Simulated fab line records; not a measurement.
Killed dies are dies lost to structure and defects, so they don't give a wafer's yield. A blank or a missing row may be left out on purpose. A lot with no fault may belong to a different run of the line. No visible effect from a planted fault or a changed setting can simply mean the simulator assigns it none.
fab line records	flow nand_harc
record: lots: 12	wafers: 36	last_day: 23
route steps=1159 shown A_CHANNEL_HOLE_D1@465 A_CHANNEL_FILL_D1@492 END@1159
lots untouched by any fault: they come from a run of this same line in which no faults occurred
start_h: start of the lot's first displayed wafer, in hours after the record's first day	wait_h: hours elapsed since this lot's preceding step	" same as the row above	L1.1+2: a single row standing in for several wafers	- no value present, or no start provided	* or withheld: withheld	< > ~ a bound
route shown NAME@n: names a module that has steps shown in the file, with the first one's number in the route	usual: mean/standard deviation of fault-free wafers	same: alike in all rows	chamber/n: place in a boat	sites: per-site readings	_std_site: how widely they spread, as a standard deviation	_edge_site: mean of outer sites minus mean of inner sites	radius_mm: for every site, how far away it sits from the centre of the wafer	mask NAME#n: copy n	behind: tool/chamber where the wafer was last shaped	hold: why the lot went on hold/how many hours it stayed there/how the hold came to an end	device: the transistor (n, p or np) that didn't switch	end of line: tests run on the same wafers once the route is complete	a step given without rows: its recipe and nothing more	killed: dies lost to structure and defects at the first sort, not the wafer's yield	map: dies across one wafer; x = killed, . = not, _ = none there
set.NAME: the setting that was run; set.NAME@STEP: the one run at that earlier step	model.NAME: the simulator's own value behind a step, which no gauge read
one table for each step of the route and one row for each wafer, over a sample of lots
services: a tool's chamber out of use, with start hour (start_h, from the record's first day; less than 0 if before it), hours out, and reason
== steps ==
step: NHARC_A_CHANNEL_HOLE_D1_DESCUM_15
recipe: time_s: 3	o2_flow_sccm: 200	ar_flow_sccm: 0	bias_power_w: 0	chemistry: O2
usual: drypump_motor_current_A: 5.5/0.43	o2_flow_sccm: 200.0/0.61	oes_product_au: 0.999/0.0099	rf_vpp_V: 57.7/0.93	showerhead_plenum_p_Torr: 1.91/0.081	throttle_valve_pct: 11.311/0.0096
same: bias_power_w: 0
lot.wafer	tool	chamber	start_h	wait_h	drypump_motor_current_A	o2_flow_sccm	oes_product_au	rf_hours_counter_h	rf_vpp_V	showerhead_plenum_p_Torr	throttle_valve_pct
L435.1	rie_diel-05	2	185.46	0.1	5.1	199.9	0.998	1	56.7	2.04	11.324
L435.5	"	2	"	"	5.1	199.1	1.000	-	58.7	2.04	11.320
L435.6	"	3	"	"	5.1	199.3	0.998	-	57.8	2.02	11.295
L433.1	rie_diel-10	3	185.62	0.1	6.1	200.1	0.994	0	56.8	1.92	11.309
L433.2	"	1	"	"	5.9	200.9	0.984	0	56.1	1.80	11.308
L433.5	"	3	"	"	6.0	200.8	0.994	-	60.2	1.92	11.316
L434.2	rie_diel-07	3	185.90	0.1	6.3	200.9	0.995	9	57.6	1.83	11.300
L434.1	"	0	"	"	5.1	198.7	0.993	8	57.8	1.92	11.297
L434.4	"	3	"	"	6.3	200.6	1.006	-	58.7	1.83	11.315
L441.2	rie_diel-10	3	212.81	0.1	6.1	199.8	1.000	2	59.1	1.92	11.312
L441.3	"	1	"	"	5.9	200.2	0.986	2	56.6	1.80	11.301
L441.5	"	0	"	"	6.3	199.6	1.004	-	59.1	2.02	11.303
L440.4	rie_diel-07	3	213.09	0.1	6.3	199.5	0.997	12	58.2	1.83	11.311
L440.2	"	0	"	"	5.1	200.1	1.005	11	57.5	1.92	11.316
L440.3	"	1	"	"	5.4	198.6	1.005	13	55.7	1.81	11.297
L439.1	rie_diel-07	2	213.60	0.1	5.4	200.4	1.012	9	57.5	1.93	11.306
L439.5	"	1	"	"	5.4	199.4	1.000	-	57.7	1.81	11.308
L439.6	"	2	"	"	5.4	199.8	1.010	-	57.9	1.93	11.303
L443.1	rie_diel-07	0	226.85	0.1	5.1	200.3	0.994	13	58.1	1.91	11.300
L443.4	"	2	"	"	5.4	200.2	1.007	10	57.5	1.93	11.308
L443.6	"	0	"	"	5.1	200.0	0.986	-	58.9	1.91	11.308
L442.2	rie_diel-07	0	228.15	0.1	5.1	200.4	0.998	14	58.0	1.91	11.304
L442.3	"	2	"	"	5.4	201.1	1.028	11	58.7	1.93	11.318
L442.5	"	1	"	"	5.4	199.3	1.009	-	58.0	1.80	11.311
L445.1	rie_diel-07	2	257.44	0.1	5.4	200.6	1.005	1	59.3	1.93	11.304
L445.6	"	2	"	"	5.4	200.3	1.011	-	57.0	1.93	11.319
L445.5	"	3	"	"	6.3	200.6	1.000	-	57.4	1.83	11.313
L447.3	rie_diel-05	3	257.77	0.1	5.2	199.8	1.003	3	55.8	2.02	11.301
L447.6	"	3	"	"	5.2	199.4	1.000	-	59.0	2.02	11.307
L447.5	"	0	"	"	5.5	200.2	0.989	-	58.0	1.96	11.315
L449.1	rie_diel-07	2	278.14	0.1	5.4	201.2	0.999	4	57.9	1.93	11.315
L449.2	"	3	"	"	6.3	200.4	1.005	4	58.0	1.83	11.308
L449.6	"	1	"	"	5.4	199.7	0.993	-	57.7	1.80	11.318
L450.3	rie_diel-10	1	279.46	0.1	5.9	199.8	0.990	7	55.7	1.80	11.315
L450.1	"	2	"	"	5.3	199.7	0.984	7	58.7	1.95	11.308
L450.4	"	2	"	"	5.3	200.0	0.984	-	56.9	1.95	11.294
step: NHARC_A_CHANNEL_HOLE_D1_ETCH_20
recipe: bias_v: 3000	source_w: withheld	pressure_mtorr: 20	time_s: 361.9	ar_flow_sccm: 375	c4f8_flow_sccm: 89.3	o2_flow_sccm: 35.7	temp_c: -20	target_depth_a: 16000	chemistry: C4F8/O2/Ar
usual: drypump_motor_current_A: 5.8/0.39	o2_flow_sccm: 35.71/0.11	showerhead_plenum_p_Torr: 3.70/0.11	throttle_valve_pct: 32.155/0.011
lot.wafer	tool	chamber	start_h	wait_h	drypump_motor_current_A	o2_flow_sccm	rf_hours_counter_h	showerhead_plenum_p_Torr	throttle_valve_pct
L435.1	har_etch-02	0	186.82	0.1	6.0	35.78	94	3.83	32.150
L435.5	"	1	"	"	6.2	35.66	-	3.60	32.155
L435.6	"	0	"	"	6.0	35.68	-	3.83	32.160
L433.1	har_etch-01	0	186.92	0.1	5.4	35.69	192	3.82	32.137
L433.2	"	1	"	"	5.2	35.73	192	3.61	32.137
L433.5	"	1	"	"	5.2	35.70	-	3.61	32.181
L434.1	har_etch-02	0	190.91	0.1	6.0	35.62	98	3.82	32.153
L434.2	"	1	"	"	6.2	35.82	98	3.60	32.171
L434.4	"	1	"	"	6.2	35.80	-	3.60	32.156
L441.2	har_etch-02	1	214.12	0.1	6.2	35.70	113	3.59	32.157
L441.3	"	1	"	"	6.2	35.59	-	3.59	32.165
L441.5	"	1	"	"	6.2	35.71	-	3.59	32.157
L440.2	har_etch-01	0	215.16	0.1	5.4	35.72	209	3.81	32.165
L440.4	"	1	"	"	5.2	35.71	-	3.60	32.158
L440.3	"	0	"	"	5.4	35.91	-	3.81	32.162
L439.1	har_etch-02	1	218.27	0.1	6.1	35.74	117	3.59	32.151
L439.6	"	1	"	"	6.2	35.66	-	3.59	32.165
L439.5	"	0	"	"	6.0	35.71	-	3.81	32.151
L443.1	har_etch-01	0	228.14	0.1	5.4	35.83	213	3.81	32.169
L443.4	"	0	"	"	5.4	35.88	-	3.81	32.161
L443.6	"	1	"	"	5.3	35.58	-	3.60	32.150
L442.2	har_etch-02	1	229.77	0.1	6.2	35.68	121	3.58	32.144
L442.3	"	0	"	"	6.0	35.67	-	3.81	32.173
L442.5	"	1	"	"	6.2	35.60	-	3.58	32.162
L445.1	har_etch-02	0	260.92	0.1	6.0	35.56	131	3.81	32.164
L445.5	"	0	"	"	6.0	35.71	-	3.81	32.148
L445.6	"	1	"	"	6.2	36.00	-	3.58	32.158
L447.3	har_etch-01	1	262.83	0.2	5.2	35.77	-	3.60	32.155
L447.6	"	1	"	"	5.2	35.86	-	3.60	32.170
L447.5	"	0	"	"	5.4	35.80	-	3.81	32.148
L449.1	har_etch-01	1	283.04	0.1	5.2	35.73	237	3.59	32.155
L449.2	"	0	"	"	5.4	35.58	237	3.80	32.150
L449.6	"	0	"	"	5.4	35.62	-	3.80	32.173
L450.1	har_etch-02	0	283.10	0.1	5.9	35.88	145	3.80	32.148
L450.4	"	0	"	"	6.0	35.92	-	3.80	32.155
L450.3	"	1	"	"	6.2	35.67	-	3.57	32.163
step: NHARC_A_CHANNEL_FILL_D1_ALD_02
recipe: target_thk_a: 60	pulse_time_s: 10	ald_cycles: 60	temp_c: 300	material: SiO2
usual: ald_cycles: 60/0	heater_power_w: 463/45	precursor_pulse_height_rel: 1.000/0.02
lot.wafer	tool	chamber	start_h	wait_h	ald_cycles	heater_power_w	precursor_pulse_height_rel
L435.1	ald_hk-02	1	192.68	-	60	491	1.031
L435.5	"	1	"	"	60	494	0.995
L435.6	"	2	"	"	60	442	0.991
L433.2	ald_hk-02	1	193.11	-	60	482	1.032
L433.1	"	0	"	"	60	481	0.984
L433.5	"	1	"	"	60	485	1.008
L434.2	ald_hk-03	3	196.70	-	60	446	0.992
L434.4	"	0	"	"	60	488	0.985
L434.1	"	2	"	"	60	423	1.006
L441.2	ald_hk-03	1	219.97	-	60	448	0.998
L441.3	"	2	"	"	60	419	0.995
L441.5	"	1	"	"	60	435	0.980
L440.3	ald_hk-01	1	221.14	-	60	517	1.002
L440.4	"	2	"	"	60	408	0.997
L440.2	"	3	"	"	60	565	1.000
L439.1	ald_hk-03	0	224.21	-	60	476	0.966
L439.5	"	2	"	"	60	429	1.007
L439.6	"	3	"	"	60	436	0.997
L443.4	ald_hk-02	3	236.92	-	60	445	0.978
L443.1	"	0	"	"	60	480	1.015
L443.6	"	1	"	"	60	490	1.018
L442.2	ald_hk-03	0	237.35	-	60	490	0.991
L442.3	"	1	"	"	60	454	0.978
L442.5	"	3	"	"	60	456	0.990
L445.1	ald_hk-03	1	266.76	-	60	449	0.991
L445.5	"	0	"	"	60	478	0.988
L445.6	"	1	"	"	60	440	0.980
L447.3	ald_hk-01	2	268.54	-	60	417	1.014
L447.6	"	2	"	"	60	412	0.995
L447.5	"	3	"	"	60	521	1.006
L449.1	ald_hk-01	2	288.92	-	60	406	0.974
L449.2	"	3	"	"	60	525	1.014
L449.6	"	2	"	"	60	413	1.006
L450.3	ald_hk-01	2	289.28	-	60	413	0.999
L450.1	"	3	"	"	60	532	0.972
L450.4	"	1	"	"	60	509	0.982
step: NHARC_A_CHANNEL_FILL_D1_ALD_15
recipe: target_thk_a: 20	pulse_time_s: 60	ald_cycles: 19	temp_c: 630	pressure_torr: 2	material: SiNx
usual: ald_cycles: 19/0	chamber_pressure_Torr: 1.999/0.0047	precursor_pulse_height_rel: 1.002/0.021
lot.wafer	tool	chamber	start_h	wait_h	ald_cycles	chamber_pressure_Torr	precursor_pulse_height_rel
L433.1	ald_sin_batch-02	0	202.87	-	19	2.007	0.988
L433.2	"	0	"	"	19	1.996	1.048
L433.5	"	0	"	"	19	2.006	1.004
L435.1	ald_sin_batch-02	0	202.87	-	19	2.000	0.978
L435.5	"	0	"	"	19	1.997	0.996
L435.6	"	0	"	"	19	2.003	1.005
L434.1	ald_sin_batch-01	0	207.31	-	19	1.995	1.004
L434.2	"	0	"	"	19	2.000	1.009
L434.4	"	0	"	"	19	2.002	1.026
L440.2	ald_sin_batch-02	0	230.05	-	19	1.999	0.983
L440.3	"	0	"	"	19	1.994	0.998
L440.4	"	0	"	"	19	1.998	0.977
L441.2	ald_sin_batch-02	0	230.05	-	19	1.999	0.980
L441.3	"	0	"	"	19	1.992	0.982
L441.5	"	0	"	"	19	2.002	1.004
L439.1	ald_sin_batch-03	0	235.59	-	19	1.994	1.005
L439.5	"	0	"	"	19	1.997	1.009
L439.6	"	0	"	"	19	1.994	0.989
L442.2	ald_sin_batch-02	0	246.95	-	19	1.999	1.017
L442.3	"	0	"	"	19	1.997	0.971
L442.5	"	0	"	"	19	1.992	0.971
L443.1	ald_sin_batch-02	0	246.95	-	19	2.005	0.988
L443.4	"	0	"	"	19	1.991	0.985
L443.6	"	0	"	"	19	1.998	1.008
L445.1	ald_sin_batch-01	0	277.98	-	19	1.996	0.991
L445.5	"	0	"	"	19	2.013	0.993
L445.6	"	0	"	"	19	2.003	0.998
L447.3	ald_sin_batch-01	0	277.98	-	19	1.994	0.994
L447.5	"	0	"	"	19	1.999	0.964
L447.6	"	0	"	"	19	1.994	0.990
L449.1	ald_sin_batch-02	0	298.98	-	15	2.002	1.017
L449.2	"	0	"	"	15	2.005	0.990
L449.6	"	0	"	"	15	2.003	1.026
L450.1	ald_sin_batch-02	0	298.98	-	15	1.993	1.033
L450.3	"	0	"	"	15	1.998	1.031
L450.4	"	0	"	"	15	2.000	1.036
step: NHARC_END_SORT_01
recipe: temp_c: 25
usual: killed_at_array: 28/8.6	killed_at_other: 0.7/1.2	killed_at_periphery: 3.1/2.3	killed_dies: 32/8.7	killed_open: 3.2/1.7	killed_short: 2.0/1.5
same: gross_dies: 677
lot.wafer	tool	chamber	start_h	wait_h	killed_at_array	killed_at_other	killed_at_periphery	killed_dies	killed_open	killed_short
L445.1	prober-02	0	530.03	2.5	30	0	1	31	5	2
L445.5	prober-02	0	533.25	3.7	42	0	1	43	6	2
L445.6	prober-02	0	534.05	4.0	34	0	1	35	5	6
killed by level:class
L445.1 A_SLIT:chamber_film_flake=14 A_CONTACT:chamber_film_flake=6 A_CHANNEL_HOLE_D1:chamber_film_flake=3 A_CONTACT:geometric_particle:open=2 A_CONTACT:geometric_particle:short=2 P_M2:geometric_particle:open=1 A_SGD_CUT:geometric_particle:open=1 A_WL_FILL:geometric_particle:open=1
L445.5 A_SLIT:chamber_film_flake=17 A_CONTACT:chamber_film_flake=8 A_CHANNEL_HOLE_D1:chamber_film_flake=7 A_CONTACT:geometric_particle:open=3 A_STAIRCASE:chamber_film_flake=2 A_SOURCE_PLATE:geometric_particle:open=1 A_ONON_D1:geometric_particle:short=1 A_CHANNEL_FILL_D1:geometric_particle:open=1
L445.6 A_SLIT:chamber_film_flake=13 A_CHANNEL_HOLE_D1:chamber_film_flake=4 A_CONTACT:chamber_film_flake=4 A_M0:geometric_particle:short=2 A_WL_FILL:chamber_film_flake=2 P_M1:geometric_particle:open=1 A_ONON_D1:geometric_particle:open=1 A_CHANNEL_HOLE_D1:geometric_particle:short=1
== services ==
tool	chamber	start_h	hours	kind
rie_diel-05	-	163.60	9.0	pm
rie_diel-05	3	173.18	4.9	repair
rie_diel-10	-	176.50	9.0	pm
rie_diel-07	0	182.70	-	clean
rie_diel-07	1	182.70	-	clean
rie_diel-07	2	182.70	-	clean
rie_diel-07	3	182.70	-	clean
rie_diel-07	0	189.71	6.5	repair
rie_diel-05	-	201.79	34.4	repair
rie_diel-10	3	206.26	4.2	repair
rie_diel-07	0	207.20	-	clean
rie_diel-07	1	207.20	-	clean
rie_diel-07	2	207.20	-	clean
rie_diel-07	3	207.20	-	clean
rie_diel-10	3	216.83	24.6	repair
ald_hk-01	-	228.00	10.0	pm
rie_diel-07	0	228.21	9.0	vent_cycle
rie_diel-07	2	228.21	9.0	vent_cycle
rie_diel-07	3	228.21	9.0	vent_cycle
ald_hk-03	-	228.71	0.3	repair
rie_diel-10	0	232.81	11.0	repair
rie_diel-07	0	237.21	-	clean
ald_sin_batch-01	-	259.11	3.0	repair
rie_diel-10	0	267.78	12.2	repair
== key ==
first_sign: step: NHARC_A_CHANNEL_FILL_D1_ALD_15	reading: ald_cycles	direction: down	sigmas: 99+	usual: 19	struck: 15
effect none on later readings
met_at NHARC_A_CHANNEL_FILL_D1_ALD_15
struck_lots L449,L450
tester_left_out L449,L450
not_acting_at NHARC_A_CHANNEL_HOLE_D1_DESCUM_15,NHARC_A_CHANNEL_HOLE_D1_ETCH_20,NHARC_A_CHANNEL_FILL_D1_ALD_02
onset_between 246.95 298.98
fault: kind: process_parameter_drift	tool: ald_sin_batch-02	chamber: -	onset_h: 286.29	steps: NHARC_A_CHANNEL_FILL_D1_ALD_15	channel: ald_cycles	offset: -4	shape: step	end_h: 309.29	acts_in: these_recipes_only	stated: 19
tester_left_out: of these lots the tester's yield and bins aren't shown, on N5 and GAA mostly nor the transistor test; their killed dies are dies lost to structure and defects alone, not to doping, threshold or leakage, so they don't give the yield
